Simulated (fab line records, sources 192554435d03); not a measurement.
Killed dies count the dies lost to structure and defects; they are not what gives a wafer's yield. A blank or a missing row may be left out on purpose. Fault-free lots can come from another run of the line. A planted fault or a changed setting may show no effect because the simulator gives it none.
fab line records    flow n5_finfet
record lots=6  wafers=16  last_day=17
route steps=1938 shown HKMG_FIN@390 BEOL_M4@1111 PASSIVATION@1936
lots that met no fault: taken from a fault-free run of the same line
start_h: hours from the record's first day to the start of the lot's first wafer shown    wait_h: hours elapsed since this lot's preceding step    " identical to the entry in the row above    L1.1+2: several wafers, shown together as one row    - no value, or no start was given    * or withheld: withheld    < > ~ a bound
route shown NAME@n: NAME is a module with steps in the file, n the number in the route of the first one    usual: mean/standard deviation of fault-free wafers    same: alike in all rows    chamber/n: place in a boat    sites: each site's reading    _std_site: standard deviation across them    _edge_site: mean of outer sites minus mean of inner sites    radius_mm: for every site, how far away it sits from the centre of the wafer    mask NAME#n: copy n    behind: the most recent tool/chamber to have shaped the wafer    hold: reason for holding the lot/hours on hold/outcome of the hold    device: the n, p or np transistor that did not switch    end of line: tests of these same wafers at the route's end    a step given without rows: its recipe and nothing more    killed: at the first sort, the dies lost to defects and structure; wafer yield is something else    map: per-die view of a wafer (x killed, . not killed, _ where there is no die)
set.NAME: the setting as run; set.NAME@STEP: as run at that earlier step    model.NAME: the simulator's own value behind a step, which no gauge read
lots at selected steps of the route; one table per step, one row per wafer
services: from which hour (start_h, from the record's first day; less than 0 if before it) a tool's chamber was out of use, for how many hours, and why
## steps
# step N5_HKMG_FIN_COAT_41
# recipe resist=SOC  temp_c=250  time_s=60  spin_rpm=1500  resist_thk_nm=300
# step N5_HKMG_FIN_COAT_42
# recipe resist=SiARC  temp_c=220  time_s=60  spin_rpm=1500  resist_thk_nm=35
# step N5_HKMG_FIN_COAT_43
# recipe resist=CAR-ArF  spin_rpm=1500  resist_thk_nm=90
# step N5_HKMG_FIN_EBR_45
# recipe solvent=PGMEA  ebr_width_mm=1.5
# step N5_HKMG_FIN_SOFTBAKE_44
# recipe temp_c=110  time_s=60  resist=CAR-ArF
# step N5_HKMG_FIN_EXPOSE_46
# recipe mask_id=NDIPOLE  na=1.35  source_shape=conventional  sigma_outer=0.8  polarization=unpolarized  dose_mj=40
# step N5_HKMG_FIN_PEB_47
# recipe peb_temp_c=withheld  peb_time_s=60  resist=CAR-ArF
# step N5_HKMG_FIN_DEVELOP_48
# recipe develop_time_s=30  developer=TMAH  resist=CAR-ArF  rinse_liquid=diw  dry=air_spin  dev_temp_c=23
# step N5_HKMG_FIN_CD_MEAS_49
# recipe target_cd_nm=202  landing_energy_ev=500  detector=se_inlens  polarity=opening
# usual cd_nm=202.1/0.66
lot.wafer  tool       chamber  start_h  wait_h  cd_nm
L280.2     cd_sem-02  0        84.62    -       202.8
L280.3     "          0        "        "       201.5
L280.6     "          0        "        "       202.7
L281.2     cd_sem-01  0        88.88    -       202.3
L281.4     "          0        "        "       201.9
L281.6     "          0        "        "       201.2
L293.5     cd_sem-03  0        164.23   -       201.2
L293.6     "          0        "        "       201.8
L296.3     cd_sem-03  0        178.00   -       201.9
L296.5     "          0        "        "       201.6
L298.1     cd_sem-01  0        191.96   -       202.1
L298.3     "          0        "        "       202.2
L298.4     "          0        "        "       202.2
L300.1     cd_sem-03  0        203.87   -       202.0
L300.2     "          0        "        "       203.3
L300.3     "          0        "        "       202.2
# step N5_HKMG_FIN_OVL_MEAS_50
# recipe points_per_wafer=44
# usual NDIPOLE_OVL=-0.2/0.76
lot.wafer  tool        chamber  start_h  wait_h  NDIPOLE_OVL[nm]
L280.2     overlay-02  0        84.65    0.0     -0.6
L280.3     "           0        "        "       -0.7
L280.6     "           0        "        "       0.1
L281.2     overlay-01  0        88.91    0.0     -1.1
L281.4     "           0        "        "       0.0
L281.6     "           0        "        "       -0.6
L293.5     overlay-02  0        164.26   0.0     -0.6
L293.6     "           0        "        "       -1.2
L296.3     overlay-02  0        178.03   0.0     -0.3
L296.5     "           0        "        "       -0.6
L298.1     overlay-01  0        191.99   0.0     0.9
L298.3     "           0        "        "       0.7
L298.4     "           0        "        "       1.2
L300.1     overlay-02  0        203.90   0.0     0.3
L300.2     "           0        "        "       -0.4
L300.3     "           0        "        "       -0.1
# step N5_HKMG_FIN_INSPECT_61
# recipe mode=adi  inspect_instrument=macro
# usual raw_defect_count=2.1/1.4
lot.wafer  tool               chamber  start_h  wait_h  raw_defect_count
L280.2     defect_inspect-01  -        84.67    0.0     2
L280.3     "                  -        "        "       1
L280.6     "                  -        "        "       3
L281.2     defect_inspect-01  -        88.93    0.0     1
L281.4     "                  -        "        "       1
L281.6     "                  -        "        "       1
L293.5     defect_inspect-01  -        164.28   0.0     0
L293.6     "                  -        "        "       1
L296.3     defect_inspect-02  -        178.06   0.0     4
L296.5     "                  -        "        "       1
L298.1     defect_inspect-02  -        192.01   0.0     2
L298.3     "                  -        "        "       1
L298.4     "                  -        "        "       2
L300.1     defect_inspect-02  -        203.93   0.0     2
L300.2     "                  -        "        "       3
L300.3     "                  -        "        "       1
# step N5_HKMG_FIN_DESCUM_53
# recipe chemistry=O2  time_s=7.9  source_power_w=50  bias_power_w=20  pressure_mtorr=20  rf_frequency_hz=2.712e+07  temp_c=40  resist=CAR-ArF  o2_flow_sccm=225
# usual drypump_motor_current_A=5.7/0.54  oes_product_au=0.78/0.079  rf_vpp_V=243.5/1.3  showerhead_plenum_p_Torr=2.12/0.06  temp_c=40.01/0.1  throttle_valve_pct=20.52/0.24
lot.wafer  tool         chamber  start_h  wait_h  drypump_motor_current_A  oes_product_au  rf_hours_counter_h  rf_vpp_V  showerhead_plenum_p_Torr  temp_c  throttle_valve_pct
L280.2     rie_diel-01  1        84.71    0.0     5.9                      0.69            232                 241.9     2.06                      40.09   20.65
L280.3     "            0        "        "       5.2                      0.89            27                  242.3     2.04                      40.13   20.38
L280.6     "            1        "        "       5.9                      0.68            -                   242.7     2.06                      40.08   20.66
L281.2     rie_diel-01  2        89.01    0.1     6.1                      0.77            155                 243.9     2.20                      40.02   20.61
L281.4     "            0        "        "       5.1                      0.88            28                  240.6     2.04                      40.04   20.36
L281.6     "            0        "        "       5.1                      0.89            -                   242.7     2.04                      40.05   20.36
L293.5     rie_diel-01  3        164.33   0.0     5.2                      0.73            -                   243.4     2.17                      39.94   21.01
L293.6     "            0        "        "       5.1                      0.84            -                   242.5     2.03                      40.00   20.40
L296.3     rie_diel-01  3        178.32   0.3     5.2                      0.72            204                 244.8     2.17                      40.13   21.01
L296.5     "            3        "        "       5.2                      0.72            -                   244.6     2.17                      40.02   21.01
L298.1     rie_diel-06  0        192.48   0.5     4.9                      0.85            51                  242.5     2.06                      40.13   20.58
L298.3     "            3        "        "       5.8                      0.73            165                 244.5     2.10                      39.97   20.71
L298.4     "            2        "        "       6.6                      0.70            231                 245.0     2.16                      40.11   20.62
L300.1     rie_diel-05  1        203.96   0.0     5.7                      0.78            105                 244.4     2.19                      40.11   20.56
L300.2     "            0        "        "       6.6                      0.67            247                 241.8     2.05                      40.06   20.34
L300.3     "            2        "        "       5.1                      0.69            226                 244.7     2.15                      40.00   20.64
# step N5_HKMG_FIN_ETCH_54
# recipe chemistry=CF4  target=SiARC  target_depth_a=455  mask_material=CAR-ArF  time_s=75.8  ion_energy_ev=80  pressure_mtorr=40  source_w=545  bias_w=36  Ar_flow_sccm=100  cf4_flow_sccm=100  ends=cleared
# usual drypump_motor_current_A=5.7/0.54  etch_rf_on_time_s=76.1/1.3  oes_product_au=0.66/0.066  rf_vpp_V=184.4/1  showerhead_plenum_p_Torr=2.17/0.06  throttle_valve_pct=15.69/0.21
lot.wafer  tool         chamber  start_h  wait_h  drypump_motor_current_A  etch_rf_on_time_s  oes_product_au  rf_hours_counter_h  rf_vpp_V  showerhead_plenum_p_Torr  throttle_valve_pct
L280.2     rie_diel-01  1        84.74    0.0     5.9                      75.7               0.59            232                 184.1     2.11                      15.86
L280.3     "            0        "        "       5.2                      77.5               0.75            27                  182.7     2.09                      15.53
L280.6     "            1        "        "       5.9                      75.4               0.59            -                   183.4     2.11                      15.86
L281.2     rie_diel-01  2        89.05    0.0     6.1                      74.2               0.66            155                 184.6     2.23                      15.69
L281.4     "            0        "        "       5.1                      77.6               0.74            28                  183.5     2.09                      15.52
L281.6     "            0        "        "       5.2                      77.2               0.75            -                   183.0     2.09                      15.52
L293.5     rie_diel-01  3        164.38   0.0     5.2                      75.5               0.62            -                   185.4     2.21                      16.08
L293.6     "            0        "        "       5.2                      52.7               0.89            -                   184.7     2.08                      15.58
L296.3     rie_diel-01  3        178.36   0.0     5.2                      49.2               0.79            204                 186.2     2.21                      16.07
L296.5     "            3        "        "       5.2                      73.9               0.62            -                   185.2     2.21                      16.06
L298.1     rie_diel-06  0        192.52   0.0     4.9                      76.5               0.72            51                  183.8     2.10                      15.62
L298.3     "            3        "        "       5.8                      76.4               0.63            165                 184.0     2.14                      15.87
L298.4     "            2        "        "       6.6                      78.7               0.59            231                 184.0     2.20                      15.84
L300.1     rie_diel-05  1        204.00   0.0     5.8                      76.7               0.66            105                 186.7     2.24                      15.77
L300.2     "            0        "        "       6.6                      75.3               0.58            247                 183.6     2.11                      15.64
L300.3     "            2        "        "       5.1                      76.8               0.59            226                 183.2     2.20                      15.93
# step N5_HKMG_FIN_ETCH_55
# recipe chemistry=N2/H2  target=SOC  target_depth_a=2400  temp_c=40  time_s=300  ion_energy_ev=200  mask_material=SiARC  pressure_mtorr=30  source_w=840  bias_w=150  n2_flow_sccm=200  h2_flow_sccm=200
# usual drypump_motor_current_A=5.7/0.54  oes_product_au=0.78/0.079  rf_vpp_V=524.9/2.2  showerhead_plenum_p_Torr=2.57/0.076  temp_c=39.99/0.1  throttle_valve_pct=17.87/0.22
lot.wafer  tool         chamber  start_h  wait_h  drypump_motor_current_A  oes_product_au  rf_hours_counter_h  rf_vpp_V  showerhead_plenum_p_Torr  temp_c  throttle_valve_pct
L280.2     rie_diel-01  1        84.80    0.0     5.9                      0.69            232                 524.5     2.50                      40.22   18.09
L280.3     "            0        "        "       5.1                      0.88            27                  524.0     2.47                      40.03   17.59
L280.6     "            1        "        "       5.9                      0.70            -                   523.5     2.50                      40.10   18.06
L281.2     rie_diel-01  2        89.10    0.0     6.1                      0.77            155                 526.4     2.66                      40.18   18.03
L281.4     "            0        "        "       5.1                      0.89            28                  523.7     2.47                      40.00   17.60
L281.6     "            0        "        "       5.1                      0.89            -                   522.5     2.47                      39.86   17.61
L293.5     rie_diel-01  3        164.49   0.1     5.3                      0.73            -                   523.9     2.61                      40.09   18.18
L293.6     "            0        "        "       5.1                      0.82            -                   522.0     2.46                      39.94   17.65
L296.3     rie_diel-01  3        178.41   0.0     5.2                      0.73            205                 527.2     2.61                      40.05   18.20
L296.5     "            3        "        "       5.3                      0.73            -                   525.7     2.61                      39.98   18.19
L298.1     rie_diel-06  0        192.57   0.0     4.9                      0.84            51                  522.3     2.48                      39.98   17.79
L298.3     "            3        "        "       5.8                      0.74            165                 523.6     2.54                      40.00   18.06
L298.4     "            2        "        "       6.6                      0.69            231                 525.5     2.60                      39.97   17.88
L300.1     rie_diel-05  1        204.05   0.0     5.7                      0.78            105                 527.6     2.67                      39.94   18.01
L300.2     "            0        "        "       6.6                      0.68            247                 521.9     2.50                      39.95   17.93
L300.3     "            2        "        "       5.1                      0.68            226                 526.2     2.63                      39.84   18.15
# step N5_BEOL_M4_RC_MEAS_101
# usual DIBL_N=35.8/1.6  DIBL_P=36.0/2.1  IOFF_N=0.153/0.026  IOFF_P=0.21/0.037  ION_N=673/11  ION_P=462/7.6  SS_N=71.4/0.53  SS_P=73.2/0.67  VT_N=250/3.2  VT_P=-250/3.7
lot.wafer  tool       chamber  start_h  wait_h  DIBL_N[mV/V]  DIBL_P[mV/V]  IOFF_N[nA/um]  IOFF_P[nA/um]  ION_N[uA/um]  ION_P[uA/um]  SS_N[mV/dec]  SS_P[mV/dec]  VT_N[mV]  VT_P[mV]
L280.2     prober-01  0        192.11   0.2     37.4          40.7          0.186          0.31           674           470           71.6          74.4          249       -242
L280.3     "          0        "        "       36.0          38.9          0.167          0.29           677           471           71.6          73.6          251       -242
L280.6     "          0        "        "       36.9          39.6          0.181          0.29           683           475           71.9          73.5          246       -242
L281.2     prober-02  0        192.38   0.2     36.0          35.3          0.145          0.19           670           461           71.0          73.7          253       -251
L281.4     "          0        "        "       35.1          34.7          0.123          0.18           667           449           70.8          72.5          254       -253
L281.6     "          0        "        "       37.2          36.9          0.149          0.22           669           461           71.7          73.1          254       -249
L293.5     prober-01  0        269.24   0.6     34.2          34.7          0.123          0.19           672           464           71.8          72.3          256       -249
L293.6     "          0        "        "       35.7          36.5          0.150          0.22           663           470           71.8          73.2          253       -250
L296.3     prober-02  0        274.92   0.3     37.6          35.7          0.163          0.19           676           459           72.4          72.8          249       -254
L296.5     "          0        "        "       34.0          31.3          0.105          0.13           654           452           70.7          71.4          254       -257
L298.1     prober-02  0        285.26   0.0     34.6          36.0          0.152          0.20           669           464           71.7          71.9          251       -249
L298.3     "          0        "        "       36.1          38.1          0.192          0.26           680           469           72.4          73.9          247       -248
L298.4     "          0        "        "       34.1          35.4          0.149          0.21           665           457           71.0          72.8          250       -248
L300.1     prober-01  0        302.14   0.0     31.6          30.1          0.090          0.13           651           448           70.3          71.3          256       -257
L300.2     "          0        "        "       38.0          37.4          0.200          0.24           691           464           72.0          73.2          243       -247
L300.3     "          0        "        "       37.5          38.7          0.195          0.24           688           469           71.7          74.2          247       -249
# step N5_PASSIVATION_PROBE_49
# usual defect_limited_yield=91.3/1.5  killed_at_M0_to_M3=33/12  killed_at_M4_up=13/5.2  killed_at_contacts=13/6.7  killed_at_front_end=40/11  killed_at_other=4.1/2.7  killed_dies=103/17  killed_open=69/13  killed_short=33/8.4  sort_bin_5_function=5.1/1  sort_bin_6_memory=3.2/0.62  sort_bin_8_speed=0.00/0.014  sort_n_pass=1077/17
# same gross_dies=1180  killed_at_back_side=0  sort_bin_4_leakage[%]=0
lot.wafer  tool       chamber  start_h  wait_h  defect_limited_yield[%]  killed_at_M0_to_M3  killed_at_M4_up  killed_at_contacts  killed_at_front_end  killed_at_other  killed_dies  killed_open  killed_short  sort_bin_5_function[%]  sort_bin_6_memory[%]  sort_bin_8_speed[%]  sort_n_pass
L280.2     prober-02  -        297.97   0.1     91.0                     25                  5                15                  57                   4                106          73           33            5.4                     3.2                   0                    1074
L280.3     prober-02  -        298.02   0.1     89.8                     30                  6                26                  55                   3                120          80           40            5.3                     4.0                   0                    1060
L280.6     prober-02  -        298.17   0.3     90.8                     39                  8                14                  40                   7                108          71           36            5.6                     3.2                   0                    1072
L281.2     prober-02  -        303.85   0.1     92.5                     35                  16               8                   25                   4                88           64           22            4.7                     2.4                   0                    1092
L281.4     prober-02  -        303.95   0.2     94.2                     24                  10               13                  19                   3                69           44           25            3.6                     2.1                   0                    1111
L281.6     prober-02  -        304.05   0.3     90.4                     39                  13               15                  41                   5                113          72           41            5.1                     4.1                   0                    1067
L296.3     prober-01  -        390.82   0.1     89.5                     53                  12               12                  40                   7                124          77           46            6.5                     3.6                   0                    1056
L296.5     prober-01  -        390.92   0.2     92.0                     24                  7                10                  47                   6                94           71           23            4.5                     3.3                   0                    1086
L298.1     prober-01  -        394.70   0.3     93.7                     19                  6                11                  34                   4                74           56           16            3.3                     2.9                   0                    1106
L298.3     prober-01  -        394.80   0.4     93.3                     20                  17               13                  24                   5                79           55           23            3.7                     2.7                   0                    1101
L298.4     prober-01  -        394.85   0.4     90.6                     36                  7                27                  37                   4                111          79           28            5.7                     3.3                   0                    1069
# killed by level:class
L280.2 FIN_SAQP:geometric_particle:open=23 FIN_SAQP:geometric_particle:short=12 MOL_CONTACT_COAG:geometric_particle:open=11 BEOL_M3:geometric_particle:open=8 GATE_CUT:geometric_particle:short=7 BEOL_M1:geometric_particle:open=6 GATE_CUT:geometric_particle:open=6 BEOL_M0_SAQP:geometric_particle:open=5
L280.3 STI_FIN_REVEAL:geometric_particle:open=24 MOL_CONTACT_COAG:geometric_particle:open=19 FIN_SAQP:geometric_particle:open=9 GATE_CUT:geometric_particle:short=7 BEOL_M3:geometric_particle:open=7 MOL_CONTACT_COAG:geometric_particle:short=7 FIN_SAQP:geometric_particle:short=6 BEOL_M1:geometric_particle:short=5
L280.6 MOL_CONTACT_COAG:geometric_particle:open=13 BEOL_M1:geometric_particle:open=13 FIN_SAQP:geometric_particle:open=12 BEOL_M0_SAQP:geometric_particle:open=11 FIN_SAQP:geometric_particle:short=8 GATE_CUT:geometric_particle:short=6 BEOL_M1:geometric_particle:short=6 STI_FIN_REVEAL:geometric_particle:open=4
L281.2 BEOL_M4:geometric_particle:open=10 BEOL_M0_SAQP:geometric_particle:open=9 BEOL_M2:geometric_particle:open=8 MOL_CONTACT_COAG:geometric_particle:open=7 BEOL_M1:geometric_particle:open=6 FIN_SAQP:geometric_particle:open=5 GATE_CUT:geometric_particle:short=5 BEOL_M0_SAQP:geometric_particle:short=5
L281.4 MOL_CONTACT_COAG:geometric_particle:open=12 BEOL_M0_SAQP:geometric_particle:open=6 BEOL_M0_SAQP:geometric_particle:short=6 BEOL_M4:geometric_particle:open=6 FIN_SAQP:geometric_particle:open=4 BEOL_M2:geometric_particle:open=4 FIN_SAQP:geometric_particle:short=3 STARTING-WAFER:geometric_particle:short=3
L281.6 FIN_SAQP:geometric_particle:short=11 MOL_CONTACT_COAG:geometric_particle:open=11 BEOL_M1:geometric_particle:open=9 STI_FIN_REVEAL:geometric_particle:open=8 BEOL_M0_SAQP:geometric_particle:short=8 FIN_SAQP:geometric_particle:open=6 BEOL_M0_SAQP:geometric_particle:open=6 BEOL_M4:geometric_particle:open=5
L296.3 BEOL_M0_SAQP:geometric_particle:open=11 BEOL_M0_SAQP:geometric_particle:short=11 FIN_SAQP:geometric_particle:open=10 BEOL_M1:geometric_particle:open=10 MOL_CONTACT_COAG:geometric_particle:short=6 MOL_CONTACT_COAG:geometric_particle:open=6 BEOL_M2:geometric_particle:open=6 DUMMY_GATE:geometric_particle:open=4
L296.5 STI_FIN_REVEAL:geometric_particle:open=16 FIN_SAQP:geometric_particle:open=9 MOL_CONTACT_COAG:geometric_particle:open=8 BEOL_M3:geometric_particle:open=8 FIN_SAQP:geometric_particle:short=4 DUMMY_GATE:geometric_particle:open=4 GATE_CUT:geometric_particle:short=4 BEOL_M0_SAQP:geometric_particle:open=4
L298.1 MOL_CONTACT_COAG:geometric_particle:open=10 BEOL_M2:geometric_particle:open=8 STI_FIN_REVEAL:geometric_particle:open=6 DUMMY_GATE:geometric_particle:open=5 BEOL_M3:geometric_particle:open=5 BEOL_M4:geometric_particle:open=5 STARTING-WAFER:geometric_particle:open=5 GATE_CUT:geometric_particle:short=4
L298.3 MOL_CONTACT_COAG:geometric_particle:open=11 STI_FIN_REVEAL:geometric_particle:open=5 BEOL_M0_SAQP:geometric_particle:short=5 BEOL_M0_SAQP:geometric_particle:open=4 BEOL_M2:geometric_particle:open=4 BEOL_M5:geometric_particle:open=4 STARTING-WAFER:geometric_particle:short=4 GATE_CUT:geometric_particle:short=3
L298.4 MOL_CONTACT_COAG:geometric_particle:open=24 BEOL_M2:geometric_particle:open=8 BEOL_M1:geometric_particle:open=6 BEOL_M3:geometric_particle:open=6 FIN_SAQP:geometric_particle:open=5 BEOL_M0_SAQP:geometric_particle:open=5 STI_FIN_REVEAL:geometric_particle:open=4 SPACER0:geometric_particle:short=4
## services
tool         chamber  start_h  hours  kind
rie_diel-06  3        73.64    6.6    repair
rie_diel-05  2        80.74    5.5    repair
rie_diel-05  0        110.92   6.6    repair
rie_diel-06  1        116.06   7.0    repair
rie_diel-01  1        140.38   -      clean
rie_diel-01  1        140.38   -      consumable_replace:focus_ring
rie_diel-01  1        140.38   15.4   scheduled_down
rie_diel-01  1        140.38   15.4   vent_cycle
rie_diel-01  1        194.65   3.8    repair
## key
first_sign step=N5_HKMG_FIN_ETCH_54  reading=etch_rf_on_time_s  direction=down  sigmas=19  usual=*  struck=*
effect step=N5_HKMG_FIN_ETCH_54  reading=oes_product_au  direction=up  sigmas=2.7  usual=0.66  struck=0.84
met_at N5_HKMG_FIN_ETCH_54
struck_wafers L293.6,L296.3
onset_between 89.05 164.38
fault kind=process_parameter_drift  tool=rie_diel-01  chamber=-  onset_h=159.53  steps=N5_HKMG_FIN_ETCH_54  channel=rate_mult  offset=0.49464  shape=step  end_h=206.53  scope=struck_wafers_only
